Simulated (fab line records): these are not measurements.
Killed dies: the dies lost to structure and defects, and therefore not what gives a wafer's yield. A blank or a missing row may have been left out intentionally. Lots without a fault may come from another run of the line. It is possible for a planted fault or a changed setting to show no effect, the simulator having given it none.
fab line records	flow nand-harc
record lots=24	wafers=72	last-day=34
route steps=1302 shown A_STAIRCASE@744
lots with no fault: from the same line, run without faults
start-h: start of the lot's first displayed wafer, in hours after the record's first day	wait-h: hours elapsed since this lot's preceding step	" unchanged from the row above	L1.1+2: several wafers, shown together as one row	- no value, or no start given	* or withheld: withheld	< > ~ a bound
route shown NAME@n: names a module that has steps shown in the file, with the first one's number in the route	usual: the fault-free wafers' mean and standard deviation	same: alike in all rows	chamber/n: place in a boat	sites: each site's reading	_std_site: standard deviation across them	_edge_site: mean of outer sites minus mean of inner sites	radius-mm: for every site, how far away it sits from the centre of the wafer	mask NAME#n: copy n	behind: the most recent tool/chamber to have shaped the wafer	hold: why the lot was held/for how many hours/how that ended	device: the transistor (n, p or np) that didn't switch	end of line: tests run on the same wafers once the route is complete	a step without rows: its recipe alone	killed: dies lost to structure and defects at the first sort, not the wafer's yield	map: a wafer's dies, x killed, . not, _ none there
set.NAME: the run value of the setting; set.NAME@STEP: its run value at that earlier step	model.NAME: the simulator's own value behind a step, which no gauge read
the route's steps for a sample of lots (tables are steps, rows are wafers)
services: the hour from which a tool's chamber was out of use, counted from the record's first day as start-h (under 0 if before that day), plus the number of hours and why
## steps
# step NHARC_A_STAIRCASE_ETCH_230
# recipe target-depth-a=1000	time-s=40.5	ion-energy-ev=400	c4f8-flow-sccm=20	o2-flow-sccm=10	ar-flow-sccm=withheld	rf-w=600	bias-w=1000	chemistry=C4F8/O2
# usual oes-product-au=0.948/0.017	rf-vpp-V=896/6.5
# same time-s=40.5
lot.wafer	tool	chamber	start-h	wait-h	oes-product-au	rf-hours-counter-h	rf-vpp-V
L074.4	rie-diel-11	2	-	-	0.945	31	903
L074.2	"	0	"	"	0.944	41	885
L074.5	"	2	"	"	0.946	-	904
L075.2	rie-diel-04	2	-	-	0.978	3	887
L075.3	"	3	"	"	0.979	3	888
L075.5	"	1	"	"	0.966	-	900
L076.2	rie-diel-04	1	-	-	0.989	8	899
L076.4	"	3	"	"	0.957	7	890
L076.1	"	0	"	"	0.947	7	897
L077.4	rie-diel-04	2	-	-	0.980	8	888
L077.2	"	0	"	"	0.948	8	897
L077.6	"	2	"	"	0.981	-	886
L078.2	rie-diel-13	0	-	-	0.965	14	895
L078.3	"	1	"	"	0.940	15	905
L078.6	"	3	"	"	0.957	-	886
L080.3	rie-diel-04	2	-	-	0.911	18	889
L080.4	"	3	"	"	0.914	20	888
L080.6	"	1	"	"	0.934	-	901
L079.2	rie-diel-13	0	-	-	0.978	24	897
L079.4	"	3	"	"	0.967	-	885
L079.6	"	2	"	"	0.954	-	900
L081.1	rie-diel-13	2	-	-	0.943	28	900
L081.5	"	3	"	"	0.939	-	887
L081.6	"	2	"	"	0.934	-	899
L082.2	rie-diel-13	3	-	-	0.935	31	887
L082.5	"	2	"	"	0.928	-	898
L082.6	"	3	"	"	0.936	-	886
L083.4	rie-diel-13	2	-	-	0.956	38	899
L083.1	"	0	"	"	0.940	38	895
L083.6	"	3	"	"	0.957	-	885
L084.4	rie-diel-04	3	-	-	0.937	38	889
L084.5	"	1	"	"	0.937	-	900
L084.6	"	2	"	"	0.926	-	887
L085.3	rie-diel-13	0	-	-	0.960	45	894
L085.2	"	1	"	"	0.943	32	902
L085.5	"	2	"	"	0.951	-	900
L087.3	rie-diel-11	0	-	-	0.974	13	906
L087.5	"	0	"	"	0.969	-	905
L087.6	"	1	"	"	0.958	-	891
L086.2	rie-diel-13	2	-	-	0.970	49	899
L086.3	"	0	"	"	0.959	49	894
L086.6	"	2	"	"	0.975	-	900
L088.4	rie-diel-13	1	-	-	0.921	42	905
L088.3	"	3	"	"	0.954	52	887
L088.6	"	2	"	"	0.947	-	901
L089.3	rie-diel-04	0	-	-	0.942	50	897
L089.2	"	1	"	"	0.964	50	900
L089.6	"	1	"	"	0.960	-	899
L090.2	rie-diel-11	3	-	-	0.943	29	902
L090.1	"	1	"	"	0.941	28	891
L090.6	"	3	"	"	0.951	-	903
L092.1	rie-diel-11	2	-	-	0.954	43	902
L092.2	"	3	"	"	0.948	44	903
L092.6	"	2	"	"	0.957	-	902
L091.3	rie-diel-04	1	-	-	0.965	2	900
L091.2	"	3	"	"	0.954	2	887
L091.6	"	0	"	"	0.959	-	897
L093.2	rie-diel-13	2	-	-	0.955	9	897
L093.4	"	3	"	"	0.959	9	905
L093.3	"	0	"	"	0.947	9	894
L095.1	rie-diel-11	0	-	-	0.948	41	905
L095.2	"	1	"	"	0.923	49	890
L095.5	"	3	"	"	0.942	-	904
L094.2	rie-diel-04	1	-	-	0.948	14	898
L094.1	"	0	"	"	0.940	16	896
L094.5	"	3	"	"	0.942	-	886
L096.3	rie-diel-11	3	-	-	0.913	59	903
L096.4	"	0	"	"	0.925	43	905
L096.1	"	2	"	"	0.919	57	901
L097.2	rie-diel-11	1	-	-	0.934	53	889
L097.5	"	1	"	"	0.935	-	890
L097.6	"	2	"	"	0.943	-	902
# step NHARC_A_STAIRCASE_STRIP_238
# recipe power-w=1500	temp-c=250	chemistry=O2
# usual drypump-motor-current-A=5.7/0.4	heater-power-w=330/39
lot.wafer	tool	chamber	start-h	wait-h	drypump-motor-current-A	heater-power-w	rf-hours-counter-h
L074.2	plasma-asher-01	0	366.51	0.1	6.3	312	4
L074.4	"	1	"	"	5.3	289	-
L074.5	"	0	"	"	6.2	318	-
L075.2	plasma-asher-02	0	375.19	0.1	5.9	350	23
L075.3	"	1	"	"	5.3	390	-
L075.5	"	0	"	"	5.8	346	-
L076.2	plasma-asher-02	0	392.85	0.1	5.8	344	26
L076.1	"	1	"	"	5.4	376	26
L076.4	"	0	"	"	5.8	338	-
L077.2	plasma-asher-01	0	393.92	0.1	6.3	313	9
L077.4	"	0	"	"	6.3	318	-
L077.6	"	0	"	"	6.3	318	-
L078.2	plasma-asher-02	0	404.28	0.1	5.8	353	28
L078.3	"	0	"	"	5.8	338	-
L078.6	"	1	"	"	5.4	384	-
L080.4	plasma-asher-01	0	430.08	0.2	6.3	323	-
L080.3	"	1	"	"	5.3	289	-
L080.6	"	1	"	"	5.3	294	-
L079.2	plasma-asher-01	0	431.45	0.1	6.3	320	17
L079.4	"	0	"	"	6.3	320	-
L079.6	"	1	"	"	5.4	285	-
L081.1	plasma-asher-01	1	440.41	0.1	5.3	291	21
L081.5	"	0	"	"	6.3	315	-
L081.6	"	1	"	"	5.3	288	-
L082.2	plasma-asher-01	1	448.84	0.1	5.3	284	22
L082.6	"	1	"	"	5.3	291	-
L082.5	"	0	"	"	6.3	327	-
L083.1	plasma-asher-01	1	458.18	0.1	5.3	283	25
L083.4	"	1	"	"	5.3	285	-
L083.6	"	1	"	"	5.3	285	-
L084.4	plasma-asher-02	1	468.54	0.2	5.4	406	-
L084.6	"	1	"	"	5.4	410	-
L084.5	"	0	"	"	5.9	335	-
L085.2	plasma-asher-02	1	469.36	0.1	5.3	408	7
L085.3	"	0	"	"	5.8	334	-
L085.5	"	0	"	"	5.9	339	-
L087.3	plasma-asher-02	1	482.10	0.2	5.3	400	-
L087.5	"	0	"	"	5.8	328	-
L087.6	"	1	"	"	5.4	416	-
L086.2	plasma-asher-01	0	483.73	0.1	6.3	315	31
L086.3	"	1	"	"	5.3	286	-
L086.6	"	0	"	"	6.3	319	-
L088.4	plasma-asher-01	0	505.64	0.2	6.3	313	-
L088.3	"	1	"	"	5.3	285	-
L088.6	"	0	"	"	6.3	308	-
L089.2	plasma-asher-02	0	522.84	0.1	5.8	323	17
L089.3	"	1	"	"	5.4	414	-
L089.6	"	0	"	"	5.8	333	-
L090.1	plasma-asher-02	1	523.43	0.1	5.4	401	17
L090.2	"	0	"	"	5.8	329	17
L090.6	"	1	"	"	5.4	403	-
L092.1	plasma-asher-01	0	549.70	0.1	6.3	312	4
L092.2	"	1	"	"	5.3	302	4
L092.6	"	1	"	"	5.3	298	-
L091.2	plasma-asher-02	1	550.29	0.1	5.4	400	25
L091.3	"	1	"	"	5.4	385	-
L091.6	"	1	"	"	5.3	416	-
L093.2	plasma-asher-02	0	560.59	0.1	5.8	327	27
L093.3	"	0	"	"	5.8	326	-
L093.4	"	1	"	"	5.4	400	-
L095.2	plasma-asher-01	0	589.30	0.1	6.3	315	10
L095.1	"	1	"	"	5.3	299	10
L095.5	"	0	"	"	6.3	311	-
L094.2	plasma-asher-01	1	591.67	0.1	5.3	307	11
L094.1	"	0	"	"	6.3	313	11
L094.5	"	0	"	"	6.3	304	-
L096.1	plasma-asher-01	1	596.88	0.1	5.3	296	13
L096.4	"	0	"	"	6.3	312	-
L096.3	"	1	"	"	5.3	304	-
L097.2	plasma-asher-01	0	607.24	0.1	6.2	313	15
L097.5	"	1	"	"	5.3	299	-
L097.6	"	0	"	"	6.2	311	-
# step NHARC_A_STAIRCASE_ETCH_253
# recipe target-depth-a=500	time-s=20.2	ion-energy-ev=400	c4f8-flow-sccm=20	o2-flow-sccm=10	ar-flow-sccm=withheld	rf-w=600	bias-w=1000	chemistry=C4F8/O2
# usual oes-product-au=0.957/0.017	rf-vpp-V=896/6.5
# same time-s=20.2
lot.wafer	tool	chamber	start-h	wait-h	oes-product-au	rf-hours-counter-h	rf-vpp-V
L074.2	rie-diel-13	3	368.12	0.1	0.987	6	887
L074.4	"	0	"	"	0.964	6	896
L074.5	"	3	"	"	0.992	-	888
L075.3	rie-diel-13	0	376.78	0.1	0.981	8	895
L075.2	"	2	"	"	0.969	6	901
L075.5	"	0	"	"	0.984	-	895
L076.1	rie-diel-13	1	394.49	0.1	0.938	12	905
L076.2	"	2	"	"	0.966	12	901
L076.4	"	3	"	"	0.964	12	887
L077.4	rie-diel-13	3	395.47	0.1	0.969	12	888
L077.2	"	2	"	"	0.988	12	898
L077.6	"	3	"	"	0.973	-	887
L078.2	rie-diel-13	3	406.01	0.1	0.973	14	888
L078.3	"	0	"	"	0.965	15	895
L078.6	"	0	"	"	0.975	-	897
L080.4	rie-diel-11	3	431.58	0.1	0.979	56	904
L080.3	"	1	"	"	0.947	58	890
L080.6	"	2	"	"	0.962	-	902
L079.2	rie-diel-04	2	433.00	0.1	0.973	21	888
L079.4	"	3	"	"	0.967	23	889
L079.6	"	2	"	"	0.974	-	887
L081.1	rie-diel-04	3	442.03	0.1	0.913	27	889
L081.6	"	1	"	"	0.935	-	900
L081.5	"	2	"	"	0.915	-	886
L082.2	rie-diel-04	1	450.48	0.1	0.972	28	900
L082.5	"	0	"	"	0.955	-	897
L082.6	"	1	"	"	0.979	-	900
L083.1	rie-diel-13	0	459.78	0.1	0.961	39	895
L083.4	"	2	"	"	0.970	39	900
L083.6	"	0	"	"	0.974	-	896
L084.4	rie-diel-04	3	470.06	0.1	0.954	38	888
L084.5	"	2	"	"	0.948	-	885
L084.6	"	3	"	"	0.965	-	888
L085.2	rie-diel-11	2	471.01	0.1	0.954	10	903
L085.3	"	3	"	"	0.927	10	905
L085.5	"	1	"	"	0.951	-	892
L087.3	rie-diel-13	0	483.50	0.1	0.967	49	895
L087.6	"	1	"	"	0.957	-	905
L087.5	"	2	"	"	0.946	-	899
L086.3	rie-diel-13	0	485.21	0.1	0.949	49	895
L086.2	"	2	"	"	0.942	49	900
L086.6	"	0	"	"	0.947	-	895
L088.3	rie-diel-13	3	507.14	0.1	0.976	52	887
L088.4	"	1	"	"	0.944	43	903
L088.6	"	3	"	"	0.981	-	887
L089.2	rie-diel-04	2	524.40	0.1	0.943	42	887
L089.3	"	3	"	"	0.963	49	889
L089.6	"	3	"	"	0.972	-	888
L090.1	rie-diel-04	0	525.03	0.1	0.971	50	896
L090.2	"	2	"	"	0.975	42	886
L090.6	"	3	"	"	0.963	-	887
L092.1	rie-diel-04	3	551.40	0.1	0.962	3	887
L092.2	"	0	"	"	0.967	3	896
L092.6	"	0	"	"	0.967	-	898
L091.3	rie-diel-04	3	551.91	0.1	0.942	3	887
L091.2	"	0	"	"	0.957	3	896
L091.6	"	3	"	"	0.948	-	888
L093.4	rie-diel-13	3	562.30	0.1	0.958	9	905
L093.2	"	0	"	"	0.945	10	896
L093.3	"	1	"	"	0.929	5	906
L095.1	rie-diel-04	0	590.89	0.2	0.944	16	897
L095.2	"	1	"	"	0.948	14	900
L095.5	"	3	"	"	0.934	-	887
L094.1	rie-diel-04	3	593.27	0.1	0.911	12	888
L094.2	"	1	"	"	0.928	14	900
L094.5	"	0	"	"	0.920	-	896
L096.3	rie-diel-11	1	598.45	0.1	0.974	51	889
L096.4	"	2	"	"	0.955	58	903
L096.1	"	0	"	"	0.968	44	905
L097.2	rie-diel-04	0	608.70	0.1	0.979	23	896
L097.6	"	1	"	"	0.968	-	900
L097.5	"	2	"	"	0.965	-	905
# step NHARC_A_STAIRCASE_STRIP_254
# recipe power-w=1500	temp-c=250	chemistry=O2
# usual drypump-motor-current-A=5.7/0.35	heater-power-w=346/43
lot.wafer	tool	chamber	start-h	wait-h	drypump-motor-current-A	heater-power-w	rf-hours-counter-h
L074.2	plasma-asher-02	0	368.25	-	5.9	346	22
L074.4	"	0	"	"	5.8	346	-
L074.5	"	1	"	"	5.3	384	-
L075.2	plasma-asher-01	0	376.91	-	6.3	311	6
L075.3	"	0	"	"	6.3	319	-
L075.5	"	0	"	"	6.3	318	-
L076.1	plasma-asher-02	1	394.57	-	5.4	387	26
L076.2	"	0	"	"	5.8	340	26
L076.4	"	0	"	"	5.9	350	-
L077.2	plasma-asher-01	0	395.61	-	6.3	321	9
L077.4	"	0	"	"	6.3	314	-
L077.6	"	0	"	"	6.3	319	-
L078.2	plasma-asher-02	1	406.14	-	5.4	395	28
L078.3	"	1	"	"	5.4	382	-
L078.6	"	0	"	"	5.8	339	-
L080.4	plasma-asher-01	0	431.78	-	6.2	317	-
L080.3	"	1	"	"	5.3	293	-
L080.6	"	0	"	"	6.2	321	-
L079.2	plasma-asher-01	0	433.09	-	6.3	325	18
L079.4	"	0	"	"	6.3	317	-
L079.6	"	1	"	"	5.3	288	-
L081.1	plasma-asher-02	0	442.11	-	5.8	328	2
L081.5	"	0	"	"	5.8	327	-
L081.6	"	1	"	"	5.4	405	-
L082.2	plasma-asher-02	1	450.61	-	5.3	403	3
L082.6	"	0	"	"	5.8	331	-
L082.5	"	1	"	"	5.3	415	-
L083.1	plasma-asher-02	0	459.91	-	5.8	328	6
L083.4	"	0	"	"	5.8	325	-
L083.6	"	1	"	"	5.4	402	-
L084.4	plasma-asher-02	1	470.24	-	5.4	401	-
L084.5	"	1	"	"	5.4	395	-
L084.6	"	0	"	"	5.8	330	-
L085.2	plasma-asher-02	0	471.13	-	5.8	325	8
L085.3	"	0	"	"	5.8	333	-
L085.5	"	0	"	"	5.8	335	-
L087.3	plasma-asher-02	1	483.67	-	5.3	396	-
L087.6	"	1	"	"	5.3	399	-
L087.5	"	0	"	"	5.9	326	-
L086.2	plasma-asher-01	0	485.30	-	6.3	312	31
L086.3	"	1	"	"	5.3	287	-
L086.6	"	0	"	"	6.3	317	-
L088.4	plasma-asher-01	1	507.35	-	5.3	282	-
L088.3	"	0	"	"	6.3	320	-
L088.6	"	0	"	"	6.3	324	-
L089.2	plasma-asher-02	1	524.65	-	5.3	413	18
L089.3	"	0	"	"	5.8	333	-
L089.6	"	1	"	"	5.4	411	-
L090.2	plasma-asher-02	1	525.21	-	5.3	408	19
L090.1	"	0	"	"	5.8	332	19
L090.6	"	1	"	"	5.3	404	-
L092.1	plasma-asher-02	0	551.50	-	5.8	324	25
L092.2	"	1	"	"	5.3	408	25
L092.6	"	0	"	"	5.8	339	-
L091.2	plasma-asher-02	0	552.00	-	5.8	328	25
L091.3	"	1	"	"	5.4	410	-
L091.6	"	1	"	"	5.4	401	-
L093.2	plasma-asher-01	1	562.43	-	5.3	305	6
L093.3	"	0	"	"	6.3	311	-
L093.4	"	1	"	"	5.3	305	-
L095.2	plasma-asher-02	1	590.98	-	5.4	401	32
L095.1	"	0	"	"	5.8	331	32
L095.5	"	1	"	"	5.4	411	-
L094.1	plasma-asher-02	0	593.36	-	5.8	324	33
L094.2	"	1	"	"	5.4	408	33
L094.5	"	1	"	"	5.4	396	-
L096.1	plasma-asher-02	0	598.59	-	5.9	332	35
L096.3	"	1	"	"	5.3	404	-
L096.4	"	0	"	"	5.9	324	-
L097.2	plasma-asher-01	0	608.82	-	6.3	317	15
L097.5	"	1	"	"	5.3	308	-
L097.6	"	0	"	"	6.3	313	-
# step NHARC_A_STAIRCASE_DESCUM_270
# recipe time-s=3	o2-flow-sccm=200	ar-flow-sccm=0	bias-power-w=0	chemistry=O2
# usual drypump-motor-current-A=5.6/0.46	oes-product-au=0.998/0.0099	rf-vpp-V=57.8/0.96	showerhead-plenum-p-Torr=1.94/0.11	throttle-valve-pct=11.311/0.0085
# same time-s=3
lot.wafer	tool	chamber	start-h	wait-h	drypump-motor-current-A	oes-product-au	rf-hours-counter-h	rf-vpp-V	showerhead-plenum-p-Torr	throttle-valve-pct
L074.2	rie-diel-13	1	371.89	-	5.1	1.010	5	59.7	2.06	11.310
L074.4	"	2	"	"	5.6	1.015	5	57.4	1.98	11.313
L074.5	"	0	"	"	6.1	1.004	-	58.8	1.91	11.305
L075.3	rie-diel-04	3	383.57	-	5.2	0.996	4	57.6	1.80	11.314
L075.2	"	0	"	"	6.3	0.985	4	57.7	1.94	11.313
L075.5	"	3	"	"	5.2	0.991	-	57.8	1.80	11.314
L076.1	rie-diel-13	0	398.61	-	6.1	1.002	12	57.7	1.91	11.317
L076.4	"	1	"	"	5.1	0.989	13	58.0	2.06	11.306
L076.2	"	3	"	"	6.4	0.986	12	55.6	1.78	11.314
L077.2	rie-diel-11	3	400.93	-	5.2	1.002	49	58.8	2.04	11.303
L077.4	"	0	"	"	5.7	1.000	54	56.6	1.77	11.317
L077.6	"	1	"	"	5.7	0.993	-	58.0	1.84	11.310
L078.2	rie-diel-04	3	409.76	-	5.2	0.975	15	57.8	1.80	11.312
L078.3	"	1	"	"	5.0	0.992	14	59.3	1.98	11.298
L078.6	"	3	"	"	5.2	0.985	-	55.9	1.80	11.317
L080.3	rie-diel-04	1	435.43	-	5.0	1.025	22	57.8	1.98	11.308
L080.4	"	2	"	"	5.3	1.012	21	57.8	1.77	11.305
L080.6	"	1	"	"	5.0	1.021	-	57.5	1.98	11.310
L079.2	rie-diel-13	3	437.28	-	6.4	1.005	27	57.3	1.77	11.318
L079.6	"	3	"	"	6.4	1.015	-	57.7	1.77	11.301
L079.4	"	2	"	"	5.6	1.007	-	58.7	1.97	11.315
L081.1	rie-diel-11	1	447.09	-	5.7	0.987	1	58.1	1.84	11.306
L081.5	"	0	"	"	5.7	0.990	-	57.4	2.08	11.312
L081.6	"	1	"	"	5.7	0.991	-	58.9	1.84	11.309
L082.2	rie-diel-11	1	455.32	-	5.7	0.997	7	55.9	1.84	11.311
L082.5	"	0	"	"	5.7	1.001	-	57.8	2.07	11.301
L082.6	"	1	"	"	5.7	0.989	-	57.8	1.84	11.314
L083.1	rie-diel-04	0	464.19	-	6.3	0.995	37	57.5	1.93	11.302
L083.4	"	3	"	"	5.2	0.992	36	57.3	1.79	11.313
L083.6	"	0	"	"	6.3	0.993	-	57.6	1.93	11.312
L084.4	rie-diel-13	2	476.69	-	5.6	1.005	46	57.0	1.97	11.302
L084.5	"	2	"	"	5.6	1.007	-	57.7	1.97	11.309
L084.6	"	3	"	"	6.4	1.006	-	57.3	1.77	11.298
L085.2	rie-diel-04	1	477.01	-	5.0	1.019	39	58.3	1.97	11.317
L085.3	"	2	"	"	5.3	1.000	30	56.4	1.77	11.324
L085.5	"	3	"	"	5.2	0.998	-	58.6	1.79	11.315
L087.3	rie-diel-11	0	487.85	-	5.7	0.998	15	57.7	2.07	11.324
L087.5	"	0	"	"	5.7	0.996	-	59.2	2.07	11.309
L087.6	"	1	"	"	5.7	0.989	-	55.9	1.84	11.304
L086.3	rie-diel-11	1	489.58	-	5.7	0.987	15	58.4	1.84	11.305
L086.2	"	2	"	"	5.8	0.994	13	58.1	2.02	11.308
L086.6	"	0	"	"	5.7	0.989	-	57.6	2.07	11.320
L088.4	rie-diel-13	2	510.92	-	5.6	0.997	57	58.3	1.96	11.324
L088.3	"	0	"	"	6.1	1.000	55	56.1	1.90	11.310
L088.6	"	2	"	"	5.6	0.996	-	57.7	1.96	11.296
L089.2	rie-diel-11	1	528.18	-	5.7	1.001	29	57.7	1.83	11.325
L089.3	"	3	"	"	5.2	0.993	31	57.1	2.03	11.308
L089.6	"	2	"	"	5.8	0.989	-	59.2	2.02	11.308
L090.1	rie-diel-13	0	531.96	-	6.1	0.994	0	58.3	1.89	11.317
L090.2	"	1	"	"	5.1	0.998	0	57.0	2.04	11.298
L090.6	"	3	"	"	6.4	1.000	-	58.4	2.08	11.309
L092.2	rie-diel-11	2	555.25	-	5.8	1.005	44	57.1	2.01	11.320
L092.1	"	1	"	"	5.7	0.999	42	56.6	1.83	11.305
L092.6	"	3	"	"	5.2	0.998	-	57.7	2.03	11.297
L091.2	rie-diel-04	0	555.68	-	6.3	0.995	3	58.0	1.92	11.316
L091.3	"	1	"	"	5.0	1.005	3	58.7	1.97	11.322
L091.6	"	0	"	"	6.3	1.000	-	57.7	1.92	11.324
L093.2	rie-diel-13	2	566.89	-	5.6	1.004	10	58.5	1.96	11.313
L093.4	"	3	"	"	6.4	1.000	10	59.4	2.07	11.321
L093.3	"	0	"	"	6.1	1.003	10	57.5	1.89	11.304
L095.2	rie-diel-13	0	595.92	-	6.1	1.010	20	58.4	1.89	11.314
L095.1	"	3	"	"	6.4	1.016	19	58.0	2.07	11.321
L095.5	"	0	"	"	6.1	1.013	-	57.1	1.89	11.318
L094.2	rie-diel-13	3	599.12	-	6.4	0.997	21	58.7	2.07	11.325
L094.1	"	1	"	"	5.1	0.992	18	58.6	2.04	11.309
L094.5	"	1	"	"	5.1	0.989	-	60.3	2.04	11.313
L096.1	rie-diel-04	2	603.41	-	5.3	0.997	8	59.1	2.07	11.306
L096.3	"	3	"	"	5.2	0.982	15	58.4	1.79	11.308
L096.4	"	0	"	"	6.3	0.995	21	57.5	1.92	11.304
L097.2	rie-diel-04	0	616.88	-	6.3	1.001	24	58.0	1.92	11.299
L097.5	"	2	"	"	5.3	1.001	-	58.9	2.07	11.306
L097.6	"	3	"	"	5.2	0.991	-	56.7	1.78	11.315
# step NHARC_A_STAIRCASE_HM_DEP_459
# recipe target-thk-a=15000	temp-c=400	material=aC
# usual throttle-valve-pct=35.001/0.01
lot.wafer	tool	chamber	start-h	wait-h	throttle-valve-pct
L074.2	acl-dep-02	0	375.46	0.6	34.992
L074.4	"	0	"	"	35.009
L074.5	"	0	"	"	34.996
L075.2	acl-dep-03	0	390.55	4.0	35.015
L075.3	"	0	"	"	35.011
L075.5	"	0	"	"	34.997
L076.1	acl-dep-03	0	401.98	0.1	34.998
L076.2	"	0	"	"	34.988
L076.4	"	0	"	"	35.017
L077.2	acl-dep-03	0	404.25	0.4	35.006
L077.4	"	0	"	"	34.991
L077.6	"	0	"	"	34.996
L078.2	acl-dep-03	0	413.08	0.4	35.011
L078.3	"	0	"	"	34.988
L078.6	"	0	"	"	35.011
L080.3	acl-dep-03	0	439.44	0.7	35.003
L080.4	"	0	"	"	34.996
L080.6	"	0	"	"	35.001
L079.2	acl-dep-03	0	442.27	1.2	34.998
L079.4	"	0	"	"	35.017
L079.6	"	0	"	"	35.007
L081.1	acl-dep-02	0	454.42	1.6	35.012
L081.5	"	0	455.66	2.8	35.011
L081.6	"	0	"	"	34.986
L082.2	acl-dep-01	0	459.91	1.5	34.996
L082.5	"	0	"	"	34.983
L082.6	"	0	"	"	35.013
L083.1	acl-dep-01	0	467.35	0.1	34.992
L083.4	"	0	"	"	34.998
L083.6	"	0	"	"	35.003
L085.2	acl-dep-03	0	480.69	0.7	35.020
L085.3	"	0	"	"	34.987
L085.5	"	0	"	"	35.008
L084.4	acl-dep-01	0	480.74	1.0	34.992
L084.5	"	0	"	"	35.010
L084.6	"	0	"	"	35.003
L087.3	acl-dep-01	0	491.51	0.7	35.017
L087.5	"	0	"	"	34.995
L087.6	"	0	"	"	34.989
L086.2	acl-dep-02	0	494.04	1.1	35.017
L086.3	"	0	"	"	35.002
L086.6	"	0	"	"	34.993
L088.3	acl-dep-01	0	515.62	1.6	34.987
L088.4	"	0	"	"	34.996
L088.6	"	0	"	"	35.006
L089.2	acl-dep-03	0	533.04	1.2	35.007
L089.3	"	0	"	"	35.020
L089.6	"	0	"	"	35.014
L090.1	acl-dep-01	0	535.02	0.1	34.993
L090.2	"	0	"	"	34.994
L090.6	"	0	536.56	1.6	35.000
L091.2	acl-dep-03	0	562.53	3.8	35.000
L091.3	"	0	"	"	34.994
L091.6	"	0	"	"	35.004
L092.1	acl-dep-02	0	562.81	4.0	35.009
L092.2	"	0	"	"	34.982
L092.6	"	0	564.35	5.5	35.001
L093.2	acl-dep-01	0	572.06	2.2	35.022
L093.3	"	0	"	"	34.974
L093.4	"	0	"	"	35.001
L095.1	acl-dep-01	0	599.06	0.1	35.007
L095.2	"	0	"	"	34.985
L095.5	"	0	"	"	34.992
L094.1	acl-dep-01	0	604.14	1.6	35.006
L094.2	"	0	"	"	34.994
L094.5	"	0	"	"	34.987
L096.1	acl-dep-03	0	606.59	0.1	35.009
L096.3	"	0	"	"	35.004
L096.4	"	0	"	"	35.018
L097.2	acl-dep-02	0	620.90	1.0	35.001
L097.5	"	0	"	"	35.013
L097.6	"	0	"	"	34.997
## services
tool	chamber	start-h	hours	kind
plasma-asher-01	-	342.72	9.0	pm
rie-diel-13	-	343.90	9.0	pm
rie-diel-04	1	349.22	6.3	repair
rie-diel-11	3	350.03	1.3	repair
rie-diel-04	-	354.97	9.0	pm
rie-diel-13	-	355.01	1.5	repair
plasma-asher-02	-	357.30	3.5	repair
rie-diel-04	-	369.12	1.9	repair
rie-diel-13	1	414.03	36.9	repair
plasma-asher-02	-	426.00	9.0	pm
rie-diel-04	2	445.31	14.7	repair
rie-diel-04	-	498.30	12.0	repair
plasma-asher-01	-	519.72	9.0	pm
rie-diel-13	-	522.82	9.0	pm
rie-diel-04	-	534.05	9.0	pm
rie-diel-13	1	538.03	7.8	repair
plasma-asher-01	-	542.68	2.8	repair
rie-diel-13	0	570.96	3.7	repair
rie-diel-13	1	575.54	1.8	repair
rie-diel-04	2	576.56	16.1	repair
rie-diel-04	3	579.03	10.9	repair
rie-diel-13	0	597.85	3.2	repair
plasma-asher-02	-	603.00	9.0	pm
rie-diel-13	-	618.06	1.2	repair
## key
fault none
